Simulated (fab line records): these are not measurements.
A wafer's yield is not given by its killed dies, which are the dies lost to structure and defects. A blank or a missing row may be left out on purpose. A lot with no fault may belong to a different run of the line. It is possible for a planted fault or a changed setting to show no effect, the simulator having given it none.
The tool behind it: which one? | flow n5 finfet | 28 wafers from 10 lots sampled at 2 of the route's 1938 steps

## WHAT THE GAUGES SHOWED, per wafer
N5_BEOL_M0_SAQP_INSPECT_16: inspects for defects (brightfield).
lot  | measured     | on                | raw defect count
L760 | day 5 21:50  | defect inspect-02 | 346 321 320
L762 | day 6 04:16  | defect inspect-02 | 637 371
L763 | day 6 09:47  | defect inspect-01 | 544 551
L766 | day 7 05:55  | defect inspect-01 | 492 691 632
L772 | day 8 17:15  | defect inspect-02 | 385 473 461
L773 | day 9 01:25  | defect inspect-01 | 404 436 387
L777 | day 9 22:26  | defect inspect-02 | 645 677 392
L779 | day 10 11:29 | defect inspect-01 | 405 476 312
L781 | day 11 04:13 | defect inspect-02 | 656 457 575
L782 | day 11 09:57 | defect inspect-01 | 316 517 465

## TOOL THAT RAN EACH LOT (tool first, then ch and the chambers of the sampled wafers, then the start)
lot  | N5_MOL_CONTACT_COAG_ETCHBACK_134
L760 | rie diel-04 ch 0,3, day 5 14:17
L762 | rie diel-03 ch 0,3, day 5 22:11
L763 | rie diel-01 ch 0,1, day 6 04:17
L766 | rie diel-03 ch 0,2,3, day 6 22:51
L772 | rie diel-03 ch 0,1, day 8 09:58
L773 | rie diel-03 ch 2,3, day 8 19:47
L777 | rie diel-03 ch 0,1, day 9 16:44
L779 | rie diel-04 ch 0,2,3, day 10 02:51
L781 | rie diel-04 ch 0,2,3, day 10 22:45
L782 | rie diel-03 ch 0,3, day 11 00:23
- N5_MOL_CONTACT_COAG_ETCHBACK_134: etches SiO2 in CHF3, target depth 10 nm, time 6.7 s.

## THE ANSWER, worked out from the rows above alone
Rule: usual is defined by the lots themselves. The widest of any qualifying gaps counts: lots, ordered by their means at a reading, are off when they make up no more than a third of the lots, leave a main group of 4 or more, and stand apart from it by 3 or more times the standard deviation of that group's means. If all means in a main group match to the digits the tables above print for the reading, that group is not used. Also off: a lot with no number at a reading for which 4 or more lots have one. All remaining lots with rows at the step are treated as sound.
Nothing can be told from this: no lot is off at any reading shown.

## WHAT THE SIMULATOR PUT IN
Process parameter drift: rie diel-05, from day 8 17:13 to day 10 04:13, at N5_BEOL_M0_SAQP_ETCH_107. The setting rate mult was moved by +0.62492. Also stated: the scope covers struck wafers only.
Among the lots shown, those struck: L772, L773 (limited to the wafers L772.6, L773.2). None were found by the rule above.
